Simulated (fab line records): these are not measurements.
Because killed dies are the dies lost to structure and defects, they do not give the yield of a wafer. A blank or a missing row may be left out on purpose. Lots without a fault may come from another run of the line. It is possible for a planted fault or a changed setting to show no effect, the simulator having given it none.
Which of the tools did it?	flow nand harc	36 wafers from 12 lots sampled at 6 of the route's 1302 steps

== WHAT THE GAUGES SHOWED, per wafer ==
NHARC_A_CONTACT_CD_MEAS_80. Usual: 289.4 nm for cd nm, sd 1.1.
lot	measured	on	cd nm (nm)	flag
L532	day 21 21:44	cd sem-03	289.7 290.4 291.1	
L534	day 22 12:10	cd sem-03	290.9 290.7 291.0	
L533	day 22 14:26	cd sem-02	289.3 291.1 289.3	
L537	day 23 16:13	cd sem-02	290.9 290.8 289.0	
L540	day 24 21:20	cd sem-02	288.4 288.7 285.5	
L546	day 28 03:24	cd sem-03	289.9 289.7 289.4	
L547	day 28 05:16	cd sem-03	288.9 289.7 288.8	
L549	day 28 22:23	cd sem-02	290.5 289.3 289.5	
L550	day 29 05:49	cd sem-03	288.8 289.5 289.4	
L551	day 29 18:47	cd sem-02	289.6 289.1 288.9	
L552	day 30 03:49	cd sem-01	287.6 288.3 289.7	
L555	day 31 21:58	cd sem-03	286.3 286.1 287.7	

NHARC_END_SORT_01. Usual: killed at array 55, standard deviation 17; killed at other 0.9, standard deviation 1.2; killed at periphery 3.7, standard deviation 2.5; killed dies 59, standard deviation 18; killed open 3.4, standard deviation 1.9; killed short 2.6, standard deviation 1.6.
lot	measured	on	killed at array	killed at other	killed at periphery	killed dies	killed open	killed short	flag
L537	day 27 02:13	prober-01	23 22	0 0	3 2	26 24	5 7	5 3	

== WHAT TOOL EACH LOT RAN ON (gives the tool, then ch and the chambers of the sampled wafers, and finally the start) ==
lot	NHARC_A_CONTACT_ETCH_124	NHARC_A_CONTACT_ETCH_129	NHARC_A_CONTACT_ETCH_133	NHARC_A_CONTACT_ETCH_106
L532	har cap etch-02 ch 0,1, day 21 19:07	har cap etch-02 ch 0,1, day 21 20:01	har cap etch-02 ch 0,1, day 21 20:44	rie diel-13 ch 2,3, day 21 22:18
L534	har cap etch-02 ch 0,1, day 22 09:31	har cap etch-02 ch 0,1, day 22 10:25	har cap etch-02 ch 0,1, day 22 11:08	rie diel-06 ch 0,1, day 22 12:28
L533	har cap etch-01 ch 0,1, day 22 11:50	har cap etch-01 ch 0,1, day 22 12:44	har cap etch-01 ch 0,1, day 22 13:26	rie diel-06 ch 0,1,2, day 22 14:44
L537	har cap etch-03 ch 0,1, day 23 13:20	har cap etch-03 ch 0,1, day 23 14:14	har cap etch-03 ch 0,1, day 23 15:15	rie diel-13 ch 1,2, day 23 16:44
L540	har cap etch-01 ch 0,1, day 24 18:43	har cap etch-01 ch 0,1, day 24 19:37	har cap etch-01 ch 0,1, day 24 20:20	rie diel-01 ch 0,1,3, day 24 21:38
L546	har cap etch-01 ch 0,1, day 28 00:51	har cap etch-01 ch 0,1, day 28 01:44	har cap etch-01 ch 0,1, day 28 02:32	rie diel-01 ch 2,3, day 28 03:41
L547	har cap etch-02 ch 0, day 28 02:40	har cap etch-02 ch 0, day 28 03:34	har cap etch-02 ch 0, day 28 04:20	rie diel-06 ch 0,2,3, day 28 05:34
L549	har cap etch-03 ch 0,1, day 28 16:37	har cap etch-03 ch 0,1, day 28 17:50	har cap etch-03 ch 0,1, day 28 18:50	rie diel-06 ch 0,3, day 28 22:41
L550	har cap etch-01 ch 0,1, day 29 03:10	har cap etch-01 ch 0,1, day 29 04:05	har cap etch-01 ch 0,1, day 29 04:50	rie diel-01 ch 0,2,3, day 29 06:08
L551	har cap etch-02 ch 0,1, day 29 16:15	har cap etch-02 ch 0,1, day 29 17:09	har cap etch-02 ch 0,1, day 29 17:59	rie diel-01 ch 0,3, day 29 19:04
L552	har cap etch-01 ch 0,1, day 30 01:14	har cap etch-01 ch 0,1, day 30 02:08	har cap etch-01 ch 0,1, day 30 02:53	rie diel-06 ch 1,2, day 30 04:06
L555	har cap etch-03 ch 0,1, day 31 19:22	har cap etch-03 ch 0,1, day 31 20:16	har cap etch-03 ch 0,1, day 31 21:01	rie diel-06 ch 0,2,3, day 31 22:19
- NHARC_A_CONTACT_ETCH_124: etches the open film in C4F8/O2/Ar, time 140 s, target depth 700 nm.
- NHARC_A_CONTACT_ETCH_129: etches the open film in C4F8/O2/Ar, time 197 s, target depth 1918 nm.
- NHARC_A_CONTACT_ETCH_133: etches the open film in C4F8/O2/Ar, time 374 s, target depth 1610 nm.
- NHARC_A_CONTACT_ETCH_106: etches the open film in CF4/O2, target depth 90 nm, overetch 9 nm, time 49.5 s.

== WHAT THE TOOLS THEMSELVES READ (means of the sampled wafers that have a number; where no wafer has one, the mark that the record gives instead) ==
NHARC_A_CONTACT_ETCH_106. Usual: bias w 100.03 W, standard deviation 0.27; drypump motor current A 5.7 A, standard deviation 0.55; oes product au 1.001 a.u., standard deviation 0.016; rf vpp V 197.4 V, standard deviation 1.2; showerhead plenum p Torr 1.32 Torr, standard deviation 0.043; throttle valve pct 13.397 %, standard deviation 0.0089.
lot	tool	bias w (W)	drypump motor current A (A)	oes product au (a.u.)	rf vpp V (V)	showerhead plenum p Torr (Torr)	throttle valve pct (%)	flag
L532	rie diel-13	100.13	6.1	0.975	197.4	1.30	13.388	
L534	rie diel-06	100.23	5.8	0.995	198.4	1.37	13.403	
L533	rie diel-06	99.89	5.6	0.995	197.4	1.33	13.401	
L537	rie diel-13	100.02	5.7	0.996	196.5	1.29	13.388	
L540	rie diel-01	99.88	5.6	1.022	196.6	1.30	13.404	
L546	rie diel-01	99.97	5.4	1.006	197.3	1.31	13.388	
L547	rie diel-06	100.01	5.7	0.999	197.8	1.31	13.397	
L549	rie diel-06	99.78	5.5	0.997	198.3	1.33	13.393	
L550	rie diel-01	100.31	5.7	1.025	197.7	1.29	13.398	
L551	rie diel-01	100.08	6.1	1.021	196.5	1.28	13.397	
L552	rie diel-06	100.17	5.8	1.002	196.8	1.30	13.402	
L555	rie diel-06	100.18	5.7	0.996	197.0	1.31	13.394	

== THE ANSWER, worked out from the rows above alone ==
Rule: lot off if the mean of its wafers having a number is beyond 3 standard deviations from the usual mean. A lot without any number at a reading at which 4 lots or more have one is off too. All remaining lots with rows at the step are treated as sound. Order of review: gauges by route order, followed by the tools' own readings, for which a lot's mean as printed above is used. At the first step where some lot is off, the reading lying furthest off is the one used; lots without a number count as furthest.
Across all readings shown, no lot is off: no conclusion can be drawn from this.

== WHAT THE SIMULATOR HAD INSERTED ==
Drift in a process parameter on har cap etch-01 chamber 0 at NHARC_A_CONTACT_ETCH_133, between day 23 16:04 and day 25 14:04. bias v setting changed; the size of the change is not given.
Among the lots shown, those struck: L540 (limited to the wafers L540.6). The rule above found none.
